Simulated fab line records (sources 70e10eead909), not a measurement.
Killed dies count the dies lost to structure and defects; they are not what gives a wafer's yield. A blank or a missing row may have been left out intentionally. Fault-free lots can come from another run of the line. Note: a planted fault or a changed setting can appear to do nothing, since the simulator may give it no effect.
fab line records	flow nand-harc
record lots=12	wafers=34	last-day=32
route steps=1302 shown A_CHANNEL_HOLE_D1@472 A_CHANNEL_FILL_D1@493 A_DECK1_JOINT@530
lots that met no fault: taken from a fault-free run of the same line
start-h: start of the lot's first displayed wafer, in hours after the record's first day	wait-h: time in hours since the lot's previous step	" as in the row above	L1.1+2: a row that stands for several wafers	- no value present, or no start provided	* or withheld: withheld	< > ~ a bound
route shown NAME@n: names a module that has steps shown in the file, with the first one's number in the route	usual: average and standard deviation across the fault-free wafers	same: alike in all rows	chamber/n: place in a boat	sites: the reading at each site	_std_site: the standard deviation of these	_edge_site: mean of outer sites minus mean of inner sites	radius-mm: for every site, how far away it sits from the centre of the wafer	mask NAME#n: copy n	behind: the tool/chamber that last shaped the wafer	hold: why the lot was held/for how many hours/how that ended	device: names the non-switching transistor (n, p or np)	end of line: the route-end tests of the same wafers	a step with no rows: only its recipe	killed: not the wafer's yield, but the dies lost to structure and defects at the first sort	map: shows each die of a wafer: x if killed, . if not, _ if none is there
set.NAME: the run value of the setting; set.NAME@STEP: its run value at that earlier step	model.NAME: the simulator's own value behind a step, which no gauge read
route steps across a sampled set of lots; one table per step, one row per wafer
services: the hour from which a tool's chamber was out of use, counted from the record's first day as start-h (under 0 if before that day), plus the number of hours and why
## steps
# step NHARC_A_CHANNEL_HOLE_D1_ETCH_20
# recipe bias-v=3000	source-w=withheld	pressure-mtorr=20	time-s=361.9	ar-flow-sccm=375	c4f8-flow-sccm=89.3	o2-flow-sccm=35.7	temp-c=-20	target-depth-a=16000	chemistry=C4F8/O2/Ar
# usual chamber-pressure-mTorr=19.998/0.016	drypump-motor-current-A=6.36/0.22	showerhead-plenum-p-Torr=3.61/0.16	throttle-valve-pct=32.154/0.0087
lot.wafer	tool	chamber	start-h	wait-h	chamber-pressure-mTorr	drypump-motor-current-A	rf-hours-counter-h	showerhead-plenum-p-Torr	throttle-valve-pct
L940.3	har-etch-01	0	162.20	0.2	19.986	6.49	-	3.71	32.159
L940.5	"	1	"	"	20.003	6.49	-	3.64	32.152
L940.6	"	0	"	"	20.019	6.49	-	3.71	32.153
L941.2	har-etch-01	1	184.60	0.1	19.972	6.50	103	3.63	32.158
L941.4	"	0	"	"	19.989	6.42	-	3.71	32.150
L941.5	"	1	"	"	19.993	6.54	-	3.63	32.166
L943.1	har-etch-02	0	196.03	0.1	19.967	6.47	310	3.50	32.153
L943.4	"	0	"	"	20.000	6.49	-	3.50	32.151
L943.6	"	0	"	"	19.974	6.45	-	3.50	32.152
L942.4	har-etch-02	0	213.96	0.2	20.007	6.49	-	3.49	32.164
L942.3	"	1	"	"	19.995	5.99	-	3.41	32.151
L942.5	"	0	"	"	20.005	6.50	-	3.49	32.158
L945.1	har-etch-02	0	220.77	0.1	20.011	6.51	329	3.49	32.155
L945.3	"	1	"	"	19.963	5.98	-	3.41	32.147
L945.5	"	0	"	"	20.006	6.51	-	3.49	32.154
L948.2	har-etch-02	0	253.14	0.1	19.999	6.53	345	3.48	32.148
L948.1	"	1	"	"	19.975	5.96	345	3.40	32.134
L948.6	"	0	"	"	19.973	6.53	-	3.48	32.162
L953.2	har-etch-01	1	302.76	0.1	20.001	6.51	175	3.59	32.156
L953.4	"	0	"	"	20.001	6.44	-	3.67	32.147
L953.5	"	1	"	"	20.015	6.50	-	3.59	32.160
L955.3	har-etch-01	1	316.25	0.2	19.981	6.52	-	3.59	32.165
L955.6	"	0	"	"	20.009	6.49	-	3.67	32.149
L958.4	har-etch-01	0	351.69	0.2	19.998	6.46	-	3.65	32.139
L958.3	"	1	"	"	19.993	6.48	-	3.57	32.162
L959.4	har-etch-02	0	353.58	0.2	20.004	6.47	-	3.44	32.156
L959.6	"	1	"	"	19.988	6.00	-	3.92	32.153
L959.5	"	0	"	"	19.998	6.49	-	3.44	32.155
L960.2	har-etch-02	0	374.60	0.1	20.030	6.47	0	3.93	32.157
L960.4	"	1	"	"	19.974	6.02	-	3.91	32.142
L960.5	"	1	"	"	20.001	6.02	-	3.91	32.156
L962.2	har-etch-02	1	382.94	0.1	19.992	5.98	8	3.91	32.167
L962.1	"	0	"	"	20.020	6.48	8	3.93	32.160
L962.3	"	1	"	"	20.026	5.98	-	3.91	32.160
# step NHARC_A_CHANNEL_FILL_D1_ALD_03
# recipe target-thk-a=60	pulse-time-s=60	ald-cycles=58	temp-c=630	pressure-torr=2	material=SiNx
# usual precursor-pulse-height-rel=1.000/0.021
lot.wafer	tool	chamber	start-h	wait-h	precursor-pulse-height-rel
L940.3	ald-sin-batch-02	0	-	-	0.987
L940.5	"	0	"	"	1.016
L940.6	"	0	"	"	1.023
L941.2	ald-sin-batch-02	0	-	-	0.973
L941.4	"	0	"	"	0.989
L941.5	"	0	"	"	1.012
L943.1	ald-sin-batch-01	0	-	-	0.995
L943.4	"	0	"	"	0.985
L943.6	"	0	"	"	1.013
L942.3	ald-sin-batch-02	0	-	-	0.989
L942.4	"	0	"	"	0.994
L942.5	"	0	"	"	0.993
L945.1	ald-sin-batch-01	0	-	-	0.989
L945.3	"	0	"	"	0.970
L945.5	"	0	"	"	1.041
L948.1	ald-sin-batch-03	0	-	-	0.988
L948.2	"	0	"	"	1.021
L948.6	"	0	"	"	0.984
L953.2	ald-sin-batch-01	0	-	-	0.989
L953.4	"	0	"	"	0.992
L953.5	"	0	"	"	1.025
L955.3	ald-sin-batch-02	0	-	-	1.006
L955.6	"	0	"	"	0.991
L958.3	ald-sin-batch-02	0	-	-	1.025
L958.4	"	0	"	"	1.001
L959.4	ald-sin-batch-02	0	-	-	1.035
L959.5	"	0	"	"	1.004
L959.6	"	0	"	"	1.026
L960.2	ald-sin-batch-01	0	-	-	1.009
L960.4	"	0	"	"	0.991
L960.5	"	0	"	"	0.980
L962.1	ald-sin-batch-01	0	-	-	1.023
L962.2	"	0	"	"	1.001
L962.3	"	0	"	"	1.027
# step NHARC_A_CHANNEL_FILL_D1_ETCHBACK_08
# recipe target-depth-a=2200	time-s=110	c4f8-flow-sccm=20	ar-flow-sccm=withheld	rf-w=600	bias-w=300	chemistry=C4F8
# usual chamber-pressure-mTorr=25.001/0.024	oes-product-au=0.94/0.034	rf-fwd-power-W=596.5/1.9	rf-vpp-V=441.5/2.6	run-length-s=131.5/0.41
lot.wafer	tool	chamber	start-h	wait-h	chamber-pressure-mTorr	oes-product-au	rf-fwd-power-W	rf-hours-counter-h	rf-vpp-V	run-length-s
L940.3	rie-diel-12	2	-	-	25.009	0.93	597.5	9.4	443.8	131.4
L940.5	"	3	"	"	25.023	0.93	595.0	-	442.6	131.0
L940.6	"	0	"	"	25.052	0.91	598.6	-	440.2	131.9
L941.4	rie-diel-12	2	-	-	24.988	0.92	594.5	10.7	443.8	131.2
L941.2	"	1	"	"	25.006	0.92	596.5	9.1	444.3	131.4
L941.5	"	3	"	"	25.014	0.92	597.4	-	444.3	131.1
L943.1	rie-diel-04	2	-	-	24.991	0.93	599.3	4.1	436.5	131.0
L943.4	"	3	"	"	25.028	0.93	595.6	4.2	439.1	131.7
L943.6	"	2	"	"	24.999	0.93	598.0	-	438.7	131.5
L942.4	rie-diel-04	1	-	-	24.994	0.91	596.9	4.4	438.9	131.4
L942.3	"	2	"	"	24.997	0.94	601.2	5.1	438.5	131.4
L942.5	"	3	"	"	25.012	0.93	595.7	-	438.7	132.2
L945.3	rie-diel-12	1	-	-	25.018	1.00	597.9	1.2	443.4	131.2
L945.1	"	0	"	"	25.027	0.99	594.1	1.0	439.7	131.9
L945.5	"	1	"	"	24.989	0.99	595.5	-	442.3	131.6
L948.2	rie-diel-12	3	-	-	25.014	0.91	594.5	4.1	444.4	131.3
L948.1	"	1	"	"	24.992	0.92	596.9	4.1	443.8	131.3
L948.6	"	3	"	"	24.997	0.91	593.9	-	443.4	131.8
L953.4	rie-diel-04	0	-	-	24.985	1.00	598.7	0.0	441.2	131.4
L953.2	"	3	"	"	25.005	1.00	593.1	0.1	438.9	131.5
L953.5	"	0	"	"	24.983	1.01	597.3	-	441.2	131.2
L955.3	rie-diel-12	1	-	-	25.013	0.99	598.1	8.2	445.5	131.9
L955.6	"	2	"	"	24.984	0.99	596.3	-	445.4	131.6
L958.3	rie-diel-04	2	-	-	24.997	0.94	598.2	2.5	438.1	131.1
L958.4	"	0	"	"	24.994	0.93	597.9	2.2	440.8	131.3
L959.4	rie-diel-03	3	-	-	25.013	0.92	595.1	5.4	439.3	131.0
L959.6	"	0	"	"	25.002	0.91	598.5	-	441.5	131.8
L959.5	"	1	"	"	25.017	0.93	595.3	-	443.8	131.8
L960.2	rie-diel-04	3	-	-	25.012	0.92	592.4	2.8	437.9	131.9
L960.4	"	0	"	"	25.047	0.92	598.7	2.8	439.8	131.7
L960.5	"	3	"	"	24.976	0.92	594.8	-	438.2	131.7
L962.1	rie-diel-03	0	-	-	25.048	0.91	595.5	8.3	443.2	131.9
L962.2	"	1	"	"	25.039	0.93	597.8	8.1	445.7	132.1
L962.3	"	2	"	"	25.023	0.91	598.4	6.2	440.4	131.8
# step NHARC_A_DECK1_JOINT_ETCHBACK_00
# recipe target-depth-a=300	time-s=17.4	hbr-flow-sccm=150	rf-w=350	icp-w=350	bias-w=60	chemistry=HBr
# usual chamber-pressure-mTorr=14.999/0.013	drypump-motor-current-A=5.6/0.49	oes-product-au=1.002/0.0095	rf-fwd-power-W=342.8/1.9	run-length-s=38.6/0.48	throttle-valve-pct=23.267/0.0086
lot.wafer	tool	chamber	start-h	wait-h	chamber-pressure-mTorr	drypump-motor-current-A	oes-product-au	rf-fwd-power-W	rf-hours-counter-h	run-length-s	throttle-valve-pct
L940.3	rie-si-03	2	230.36	0.1	15.002	5.7	1.016	344.2	0.2	37.5	23.256
L940.5	"	2	"	"	15.021	5.6	1.015	345.0	-	37.7	23.268
L940.6	"	3	"	"	14.979	5.3	1.025	341.7	-	38.2	23.274
L941.2	rie-si-06	0	250.03	0.1	14.988	6.0	0.995	342.2	0.2	39.2	23.247
L941.4	"	2	"	"	15.002	6.7	0.996	342.1	-	39.1	23.265
L941.5	"	1	"	"	14.986	5.9	0.996	341.8	-	37.9	23.268
L943.1	rie-si-05	1	262.28	0.1	14.997	5.8	0.991	342.7	1.1	38.6	23.273
L943.6	"	0	"	"	15.019	5.3	1.000	341.9	-	39.2	23.284
L943.4	"	2	"	"	14.991	5.0	0.996	341.7	-	38.2	23.255
L942.4	rie-si-06	3	282.44	0.1	14.981	5.5	0.988	341.9	0.2	39.0	23.268
L942.3	"	0	"	"	14.994	6.0	0.998	344.5	0.3	38.9	23.258
L942.5	"	3	"	"	14.999	5.5	0.988	340.2	-	39.4	23.269
L945.1	rie-si-03	3	286.26	0.1	15.003	5.2	1.027	342.1	0.5	38.2	23.281
L945.3	"	0	"	"	15.007	5.3	1.003	343.3	0.5	38.8	23.267
L945.5	"	2	"	"	15.013	5.7	1.013	342.7	-	37.7	23.265
L948.2	rie-si-05	3	322.40	0.1	15.018	5.5	1.005	347.1	0.2	38.2	23.265
L948.1	"	0	"	"	15.010	5.3	1.018	343.2	0.1	38.9	23.271
L948.6	"	1	"	"	14.970	5.8	1.003	344.7	-	38.6	23.290
L953.2	rie-si-05	0	367.68	0.1	15.007	5.3	1.004	341.4	0.3	38.6	23.274
L953.4	"	2	"	"	14.979	5.0	1.005	342.0	0.5	37.9	23.264
L953.5	"	0	"	"	15.022	5.3	0.996	342.1	-	39.1	23.273
L955.3	rie-si-05	1	380.42	0.1	14.984	5.8	0.992	-	0.4	36.1	23.264
L955.6	"	0	"	"	15.021	5.3	1.006	340.4	-	38.8	23.258
L959.4	rie-si-06	2	418.78	0.1	14.998	6.7	1.010	341.0	0.1	38.8	23.249
L959.6	"	2	"	"	15.011	6.7	1.008	341.9	-	39.3	23.268
L959.5	"	3	"	"	14.994	5.5	0.991	341.5	-	39.4	23.266
L958.4	rie-si-05	1	418.78	0.1	15.006	5.8	0.995	344.5	0.8	38.7	23.259
L958.3	"	3	"	"	14.987	5.5	1.014	-	1.0	36.2	23.258
L960.4	rie-si-06	0	440.10	0.1	14.993	6.0	1.008	343.9	0.2	39.1	23.273
L960.2	"	1	"	"	15.005	5.9	1.009	342.0	0.2	38.1	23.268
L960.5	"	3	"	"	14.988	5.5	1.001	340.9	-	39.1	23.289
L962.3	rie-si-03	0	447.56	0.1	15.004	5.3	0.994	343.1	0.4	38.6	23.291
L962.1	"	1	"	"	14.996	4.7	1.004	344.1	0.2	39.5	23.276
L962.2	"	3	"	"	14.995	5.3	1.007	340.8	0.4	38.6	23.274
## services
tool	chamber	start-h	hours	kind
har-etch-02	-	147.79	2.1	repair
rie-diel-04	-	153.90	9.0	pm
rie-si-03	0	154.41	4.6	repair
rie-diel-04	0	175.26	10.0	repair
rie-diel-12	1	212.28	13.5	repair
rie-si-06	-	225.00	9.0	pm
rie-si-05	-	229.39	1.0	repair
rie-diel-04	-	230.46	1.1	repair
rie-diel-12	-	244.40	9.0	pm
ald-sin-batch-02	-	245.47	26.0	pm
rie-si-05	3	261.58	6.9	repair
rie-si-05	2	275.13	8.0	repair
rie-si-05	-	281.00	9.0	pm
rie-si-06	-	308.58	2.5	repair
rie-diel-12	2	309.07	2.7	repair
rie-si-05	0	330.48	3.7	repair
rie-diel-04	-	330.90	9.0	pm
rie-diel-12	1	342.68	2.5	repair
har-etch-02	-	357.48	17.0	pm
rie-si-06	-	402.00	9.0	pm
rie-diel-04	3	405.35	14.3	repair
ald-sin-batch-02	-	421.31	2.6	repair
rie-diel-12	-	421.40	9.0	pm
ald-sin-batch-02	-	425.24	12.0	repair
## key
first-sign step=NHARC_A_DECK1_JOINT_ETCHBACK_00	reading=run-length-s	direction=down	sigmas=5.1	usual=*	struck=*
effect none on later readings
met-at NHARC_A_DECK1_JOINT_ETCHBACK_00
struck-lots L955,L958
struck-wafers L955.3,L958.3
tester-left-out L955,L958
not-acting-at NHARC_A_CHANNEL_HOLE_D1_ETCH_20,NHARC_A_CHANNEL_FILL_D1_ALD_03,NHARC_A_CHANNEL_FILL_D1_ETCHBACK_08
onset-between 367.68 380.42
fault kind=process-parameter-drift	tool=rie-si-05	chamber=-	onset-h=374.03	steps=NHARC_A_DECK1_JOINT_ETCHBACK_00	channel=time-s	offset=*	shape=step	end-h=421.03	scope=struck-wafers-only	acts-in=*	stated=*
# tester-left-out: of these lots the tester's yield and bins aren't shown, on N5 and GAA mostly nor the transistor test; their killed dies are dies lost to structure and defects alone, not to doping, threshold or leakage, so they don't give the yield
